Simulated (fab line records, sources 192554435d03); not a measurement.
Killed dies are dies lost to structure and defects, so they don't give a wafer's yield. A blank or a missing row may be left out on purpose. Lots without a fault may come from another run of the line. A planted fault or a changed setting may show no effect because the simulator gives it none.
fab line records | flow n5_finfet
record lots=5 wafers=15 last_day=19
route steps=1938 shown PASSIVATION@1920 END@1938
lots that met no fault: from a run of the same line without faults
start_h: hours from the record's first day to the start of the lot's first wafer shown | wait_h: hours since the lot's step before | " the same as in the row above | L1.1+2: a row that stands for several wafers | - no value, or no start given | * or withheld: withheld | < > ~ a bound
route shown NAME@n: a module of which the file shows steps, and the number in the route of the first | usual: mean/standard deviation of fault-free wafers | same: alike in all rows | chamber/n: place in a boat | sites: the reading at each site | _std_site: their standard deviation | _edge_site: outer sites' mean less inner sites' | radius_mm: how far each site lies from the wafer's centre | mask NAME#n: copy n | behind: the tool/chamber that last shaped the wafer | hold: why the lot was held/for how many hours/how that ended | device: the transistor (n, p or np) that didn't switch | end of line: the same wafers' tests at the end of the route | a step without rows: its recipe alone | killed: dies lost to structure and defects at the first sort, not the wafer's yield | map: a wafer's dies, x killed, . not, _ none there
set.NAME: the setting as run; set.NAME@STEP: as run at that earlier step | model.NAME: the simulator's own value behind a step, which no gauge read
lots at some steps of the route; a table a step, a row a wafer
services: from which hour (start_h, from the record's first day; less than 0 if before it) a tool's chamber was out of use, for how many hours, and why
## steps
# step N5_PASSIVATION_SOFTBAKE_39
# recipe temp_c=110 time_s=120
# usual plate_temp_C=110.03/0.12
# columns lot.wafer tool chamber start_h wait_h plate_temp_C
L074.2 litho_track-01 0 - - 110.07
L074.3 " 0 " " 110.22
L074.5 " 0 " " 109.95
L080.1 litho_track-05 0 - - 110.09
L080.3 " 0 " " 110.11
L080.6 " 0 " " 110.23
L079.2 litho_track-04 0 - - 109.96
L079.3 " 0 " " 110.07
L079.5 " 0 " " 109.93
L089.1 litho_track-01 0 - - 110.06
L089.4 " 0 " " 109.94
L089.6 " 0 " " 110.07
L093.1 litho_track-01 0 - - 110.02
L093.3 " 0 " " 109.95
L093.5 " 0 " " 110.15
# step N5_PASSIVATION_EXPOSE_41
# recipe mask_id=PASS_OPEN na=0.55 defocus_nm=0 source_shape=conventional sigma_outer=0.8 polarization=unpolarized target_cd_nm=40000 dose_mj=57.25
# columns lot.wafer tool chamber start_h wait_h mask
L074.2+3+5 krf_scanner-02 0 287.54 - PASS_OPEN#0
L080.1+3+6 krf_scanner-02 0 368.03 - PASS_OPEN#0
L079.2+3+5 krf_scanner-02 0 368.65 - PASS_OPEN#0
L089.1+4+6 krf_scanner-01 0 414.02 - PASS_OPEN#0
L093.1+3+5 krf_scanner-01 0 455.66 - PASS_OPEN#0
# step N5_PASSIVATION_PEB_42
# recipe peb_temp_c=withheld peb_time_s=*
# columns lot.wafer tool chamber start_h wait_h
L074.2+3+5 litho_track-04 0 287.60 0.0
L080.1+3+6 litho_track-04 0 368.09 0.1
L079.2+3+5 litho_track-04 0 368.70 0.0
L089.1+4+6 litho_track-01 0 414.09 0.1
L093.1+3+5 litho_track-01 0 455.72 0.1
# step N5_PASSIVATION_DEVELOP_43
# recipe develop_time_s=60 rinse_liquid=diw dry=air_spin dev_temp_c=21
# columns lot.wafer tool chamber start_h wait_h
L074.2+3+5 litho_track-04 0 - -
L080.1+3+6 litho_track-04 0 - -
L079.2+3+5 litho_track-04 0 - -
L089.1+4+6 litho_track-01 0 - -
L093.1+3+5 litho_track-01 0 - -
# step N5_PASSIVATION_HARDBAKE_45
# recipe temp_c=130 time_s=120
# usual plate_temp_C=129.99/0.13
# columns lot.wafer tool chamber start_h wait_h plate_temp_C
L074.2 litho_track-04 0 - - 129.86
L074.3 " 0 " " 129.87
L074.5 " 0 " " 129.73
L080.1 litho_track-04 0 - - 129.97
L080.3 " 0 " " 129.96
L080.6 " 0 " " 130.04
L079.2 litho_track-04 0 - - 129.79
L079.3 " 0 " " 130.07
L079.5 " 0 " " 129.82
L089.1 litho_track-01 0 - - 130.03
L089.4 " 0 " " 130.27
L089.6 " 0 " " 130.10
L093.1 litho_track-01 0 - - 129.81
L093.3 " 0 " " 130.12
L093.5 " 0 " " 130.12
# step N5_PASSIVATION_CD_MEAS_44
# recipe target_cd_nm=40000 landing_energy_ev=500 detector=se_inlens
# usual cd_nm=40001/4.3
# columns lot.wafer tool chamber start_h wait_h cd_nm
L074.2 cd_sem-01 0 287.72 - 40005
L074.3 " 0 " " 39996
L074.5 " 0 " " 40000
L080.1 cd_sem-03 0 368.21 - 40007
L080.3 " 0 " " 40001
L080.6 " 0 " " 40001
L079.2 cd_sem-01 0 368.82 - 40002
L079.3 " 0 " " 39999
L079.5 " 0 " " 39997
L089.1 cd_sem-02 0 414.20 - 39999
L089.4 " 0 " " 40001
L089.6 " 0 " " 40002
L093.1 cd_sem-01 0 455.84 - 40000
L093.3 " 0 " " 40004
L093.5 " 0 " " 40002
# step N5_PASSIVATION_OVL_MEAS_66
# recipe points_per_wafer=44
# usual PASS_OPEN_OVL=2/5.6
# columns lot.wafer tool chamber start_h wait_h PASS_OPEN_OVL[nm]
L074.2 overlay-01 0 287.75 0.0 1
L074.3 " 0 " " -3
L074.5 " 0 " " 2
L080.1 overlay-01 0 368.24 0.0 1
L080.3 " 0 " " 7
L080.6 " 0 " " 8
L079.2 overlay-02 0 368.85 0.0 -4
L079.3 " 0 " " 2
L079.5 " 0 " " 1
L089.1 overlay-01 0 414.23 0.0 4
L089.4 " 0 " " -9
L089.6 " 0 " " -8
L093.1 overlay-02 0 455.87 0.0 -3
L093.3 " 0 " " 4
L093.5 " 0 " " 5
# step N5_PASSIVATION_INSPECT_67
# recipe mode=adi inspect_instrument=macro
# usual raw_defect_count=2.2/1.5
# columns lot.wafer tool chamber start_h wait_h raw_defect_count
L074.2 defect_inspect-01 - 287.77 0.0 3
L074.3 " - " " 1
L074.5 " - " " 2
L080.1 defect_inspect-02 - 368.26 0.0 3
L080.3 " - " " 0
L080.6 " - " " 1
L079.2 defect_inspect-02 - 368.87 0.0 3
L079.3 " - " " 7
L079.5 " - " " 1
L089.1 defect_inspect-02 - 414.26 0.0 1
L089.4 " - " " 3
L089.6 " - " " 2
L093.1 defect_inspect-02 - 455.89 0.0 1
L093.3 " - " " 1
L093.5 " - " " 1
# step N5_PASSIVATION_DESCUM_46
# recipe chemistry=O2 time_s=7.9 source_power_w=50 bias_power_w=20 pressure_mtorr=20 rf_frequency_hz=2.712e+07 temp_c=40 o2_flow_sccm=225
# usual drypump_motor_current_A=6.0/0.49 oes_product_au=0.80/0.07 rf_vpp_V=242.8/1.3 showerhead_plenum_p_Torr=2.07/0.07 throttle_valve_pct=20.41/0.2
# columns lot.wafer tool chamber start_h wait_h drypump_motor_current_A oes_product_au rf_hours_counter_h rf_vpp_V showerhead_plenum_p_Torr throttle_valve_pct
L074.2 rie_diel-05 3 287.84 0.1 5.5 0.85 34 242.4 2.05 20.08
L074.3 " 0 " " 5.3 0.81 83 245.1 2.09 20.22
L074.5 " 1 " " 6.2 0.88 - 243.9 2.04 20.24
L080.1 rie_diel-03 1 368.30 0.0 6.5 0.80 93 242.9 2.11 20.29
L080.3 " 0 " " 6.0 0.78 123 241.4 2.00 20.44
L080.6 " 0 " " 6.0 0.77 - 240.5 2.00 20.45
L079.2 rie_diel-01 2 368.91 0.0 5.4 0.96 12 244.4 2.13 20.26
L079.3 " 0 " " 6.2 0.72 209 241.6 1.99 20.67
L079.5 " 1 " " 6.5 0.79 - 242.0 2.03 20.18
L089.1 rie_diel-05 0 414.31 0.1 5.4 0.77 127 242.7 2.08 20.28
L089.4 " 3 " " 5.6 0.80 77 241.2 2.03 20.16
L089.6 " 0 " " 5.4 0.77 - 243.2 2.08 20.28
L093.1 rie_diel-01 0 455.93 0.0 6.2 0.70 243 239.5 1.98 20.71
L093.3 " 1 " " 6.5 0.75 141 240.7 2.02 20.23
L093.5 " 2 " " 5.4 0.87 - 242.9 2.12 20.32
# step N5_PASSIVATION_PASS_ETCH_47
# recipe chemistry=CF4/O2 target=SiNx target_depth_a=7700 time_s=385 ion_energy_ev=100 pressure_mtorr=40 source_w=535 bias_w=49 Ar_flow_sccm=100 cf4_flow_sccm=100 O2_flow_sccm=10
# usual drypump_motor_current_A=5.9/0.49 oes_product_au=0.80/0.068 rf_vpp_V=239/4.9 showerhead_plenum_p_Torr=2.18/0.07 throttle_valve_pct=15.88/0.2
# columns lot.wafer tool chamber start_h wait_h drypump_motor_current_A oes_product_au rf_hours_counter_h rf_vpp_V showerhead_plenum_p_Torr throttle_valve_pct
L074.2 rie_diel-05 3 287.88 0.0 5.6 0.88 34 239 2.17 15.52
L074.3 " 0 " " 5.3 0.81 83 236 2.24 15.86
L074.5 " 1 " " 6.2 0.88 - 239 2.16 15.74
L080.1 rie_diel-03 1 368.33 0.0 6.5 0.79 93 235 2.22 15.70
L080.3 " 0 " " 6.0 0.78 123 241 2.13 16.01
L080.6 " 0 " " 6.0 0.78 - 240 2.13 16.00
L079.2 rie_diel-01 2 368.94 0.0 5.4 0.95 12 246 2.25 15.64
L079.3 " 0 " " 6.3 0.72 209 232 2.10 16.11
L079.5 " 1 " " 6.4 0.78 - 234 2.14 15.62
L089.1 rie_diel-05 0 414.35 0.0 5.3 0.78 127 235 2.23 15.95
L089.4 " 3 " " 5.5 0.82 77 240 2.15 15.61
L089.6 " 0 " " 5.4 0.77 - 235 2.23 15.94
L093.1 rie_diel-01 0 455.96 0.0 6.2 0.70 243 231 2.09 16.17
L093.3 " 1 " " 6.4 0.74 141 232 2.13 15.68
L093.5 " 2 " " 5.4 0.88 - 246 2.23 15.73
# step N5_PASSIVATION_ETCH_54
# recipe chemistry=CHF3/O2 target=SiO2 target_depth_a=8800 CHF3_flow_sccm=50 O2_flow_sccm=5 Ar_flow_sccm=200 time_s=440 mask_material=PR pressure_mtorr=30 source_w=650 bias_w=170 ion_energy_ev=200
# usual drypump_motor_current_A=6.0/0.49 oes_product_au=0.80/0.068 rf_vpp_V=519/10 showerhead_plenum_p_Torr=2.39/0.079 throttle_valve_pct=18.82/0.21
# columns lot.wafer tool chamber start_h wait_h drypump_motor_current_A oes_product_au rf_hours_counter_h rf_vpp_V showerhead_plenum_p_Torr throttle_valve_pct
L074.2 rie_diel-05 3 288.10 0.1 5.5 0.87 34 520 2.37 18.48
L074.3 " 0 " " 5.4 0.81 83 512 2.46 18.85
L074.5 " 1 " " 6.2 0.87 - 522 2.36 18.67
L080.1 rie_diel-03 1 368.56 0.1 6.5 0.80 93 511 2.44 18.68
L080.3 " 0 " " 6.0 0.78 123 522 2.33 18.92
L080.6 " 0 " " 6.0 0.77 - 523 2.33 18.92
L079.2 rie_diel-01 2 369.17 0.1 5.4 0.95 12 535 2.47 18.71
L079.3 " 0 " " 6.3 0.73 210 506 2.29 19.02
L079.5 " 1 " " 6.4 0.77 - 510 2.33 18.54
L089.1 rie_diel-05 0 414.58 0.1 5.4 0.77 128 512 2.44 18.91
L089.4 " 3 " " 5.5 0.82 77 519 2.35 18.58
L089.6 " 0 " " 5.4 0.77 - 512 2.44 18.91
L093.1 rie_diel-01 0 456.19 0.1 6.2 0.69 244 504 2.28 19.07
L093.3 " 1 " " 6.5 0.74 141 511 2.32 18.58
L093.5 " 2 " " 5.4 0.88 - 535 2.45 18.77
# step N5_PASSIVATION_STRIP_48
# recipe chemistry=O2 power_w=600 temp_c=60 pressure_mtorr=30 rf_frequency_hz=6e+07 bias_power_w=0 overash_fraction=0.5 o2_flow_sccm=225
# usual drypump_motor_current_A=6.0/0.49 oes_product_au=0.80/0.072 rf_vpp_V=3.6/2.4 showerhead_plenum_p_Torr=2.07/0.07 throttle_valve_pct=16.65/0.19
# columns lot.wafer tool chamber start_h wait_h drypump_motor_current_A oes_product_au rf_hours_counter_h rf_vpp_V showerhead_plenum_p_Torr throttle_valve_pct
L074.2 rie_diel-05 3 288.39 0.1 5.5 0.86 34 7.0 2.05 16.32
L074.3 " 0 " " 5.4 0.80 83 4.4 2.10 16.47
L074.5 " 1 " " 6.2 0.91 - 6.5 2.04 16.51
L080.1 rie_diel-03 1 368.85 0.1 6.5 0.77 93 5.2 2.12 16.56
L080.3 " 0 " " 6.0 0.77 123 5.3 2.01 16.75
L080.6 " 0 " " 6.0 0.81 - 0.5 2.00 16.67
L079.2 rie_diel-01 2 369.46 0.1 5.5 0.99 12 7.0 2.13 16.47
L079.3 " 0 " " 6.2 0.73 210 0.3 1.99 16.86
L079.5 " 1 " " 6.4 0.77 - 3.8 2.03 16.41
L089.1 rie_diel-05 0 414.86 0.1 5.3 0.76 128 13.0 2.08 16.62
L089.4 " 3 " " 5.5 0.81 77 3.2 2.04 16.40
L089.6 " 0 " " 5.4 0.76 - 5.8 2.08 16.53
L093.1 rie_diel-01 0 456.48 0.1 6.2 0.69 244 2.5 1.98 16.97
L093.3 " 1 " " 6.5 0.75 141 2.4 2.02 16.46
L093.5 " 2 " " 5.5 0.88 - 4.8 2.12 16.44
# step N5_PASSIVATION_STRIP_52
# recipe chemistry=post_etch_residue_remover time_s=1200 temp_c=72.5
# columns lot.wafer tool chamber start_h wait_h
L074.2+3+5 wet_bench-01 7,4,2 288.46 -
L080.1+3+6 wet_bench-01 4,0,5 368.92 -
L079.2+3+5 wet_bench-03 3,1,7 369.61 -
L089.1+4+6 wet_bench-03 4,7,5 414.93 -
L093.1+3+5 wet_bench-01 1,5,2 456.55 -
# step N5_PASSIVATION_CLEAN_71
# recipe chemistry=IPA time_s=180 temp_c=25
# columns lot.wafer tool chamber start_h wait_h
L074.2+3+5 wet_bench-01 7,4,2 288.82 0.0
L080.1+3+6 wet_bench-01 4,0,5 369.58 0.0
L079.2+3+5 wet_bench-03 3,1,7 369.94 0.0
L089.1+4+6 wet_bench-03 4,7,5 415.27 0.0
L093.1+3+5 wet_bench-01 1,5,2 456.89 0.0
# step N5_PASSIVATION_SRD_72
# recipe dry=ipa_marangoni time_s=30 temp_c=23 rinse_liquid=diw
# columns lot.wafer tool chamber start_h wait_h
L074.2+3+5 wet_bench-01 7,4,2 288.88 0.0
L080.1+3+6 wet_bench-01 4,0,5 369.69 0.0
L079.2+3+5 wet_bench-03 3,1,7 369.99 0.0
L089.1+4+6 wet_bench-03 4,7,5 415.32 0.0
L093.1+3+5 wet_bench-01 1,5,2 456.94 0.0
# step N5_PASSIVATION_ANNEAL_56
# recipe temp_c=400 time_s=1800 ambient=FGA idle_temp_c=300 ramp_up_c_per_min=5 ramp_down_c_per_min=3
# usual zone_power_centre_pct=4.62/0.18
# columns lot.wafer tool chamber start_h wait_h zone_power_centre_pct
L074.2 furnace-01 0 288.92 0.0 4.81
L074.3 " 0 " " 4.84
L074.5 " 0 " " 4.79
L080.1 furnace-02 0 369.75 0.0 4.34
L080.3 " 0 " " 4.48
L080.6 " 0 " " 4.46
L079.2 furnace-03 0 370.03 0.0 4.73
L079.3 " 0 " " 4.80
L079.5 " 0 " " 4.72
L089.1 furnace-01 0 415.36 0.0 4.86
L089.4 " 0 " " 4.84
L089.6 " 0 " " 4.78
L093.1 furnace-02 0 457.09 0.1 4.43
L093.3 " 0 " " 4.40
L093.5 " 0 " " 4.40
# step N5_PASSIVATION_INSPECT_57
# recipe inspect_instrument=macro mode=outgoing
# usual raw_defect_count=1.9/1.4
# columns lot.wafer tool chamber start_h wait_h raw_defect_count
L074.2 defect_inspect-02 - 291.27 0.0 2
L074.3 " - " " 0
L074.5 " - " " 1
L080.1 defect_inspect-02 - 372.11 0.0 2
L080.3 " - " " 2
L080.6 " - " " 1
L079.2 defect_inspect-02 - 372.41 0.0 3
L079.3 " - " " 2
L079.5 " - " " 2
L089.1 defect_inspect-02 - 417.71 0.0 2
L089.4 " - " " 4
L089.6 " - " " 1
L093.1 defect_inspect-02 - 459.45 0.0 2
L093.3 " - " " 3
L093.5 " - " " 2
## services
# columns tool chamber start_h hours kind
krf_scanner-01 - 265.91 1.0 pm
krf_scanner-01 - 275.19 0.8 pm
wet_bench-03 - 279.03 1.9 pm
furnace-02 - 285.32 1.0 repair
krf_scanner-01 - 300.50 1.3 pm
krf_scanner-02 - 303.10 0.8 pm
krf_scanner-02 - 311.53 0.8 pm
rie_diel-03 - 322.81 14.6 pm
krf_scanner-02 - 324.71 1.0 pm
rie_diel-01 2 329.64 - clean
rie_diel-01 2 329.64 - consumable_replace:focus_ring
rie_diel-01 2 329.64 14.3 scheduled_down
rie_diel-01 2 329.64 14.3 vent_cycle
krf_scanner-02 - 331.58 1.3 pm
rie_diel-01 1 341.15 22.0 repair
krf_scanner-02 - 345.15 0.5 repair
rie_diel-05 2 349.12 1.4 repair
krf_scanner-01 - 395.17 1.7 repair
rie_diel-05 3 395.52 5.8 repair
rie_diel-01 2 422.68 5.6 repair
krf_scanner-01 - 430.72 3.6 pm
krf_scanner-01 - 434.91 1.0 pm
wet_bench-03 - 440.19 9.3 repair
krf_scanner-01 - 443.99 0.8 pm
## key
fault none
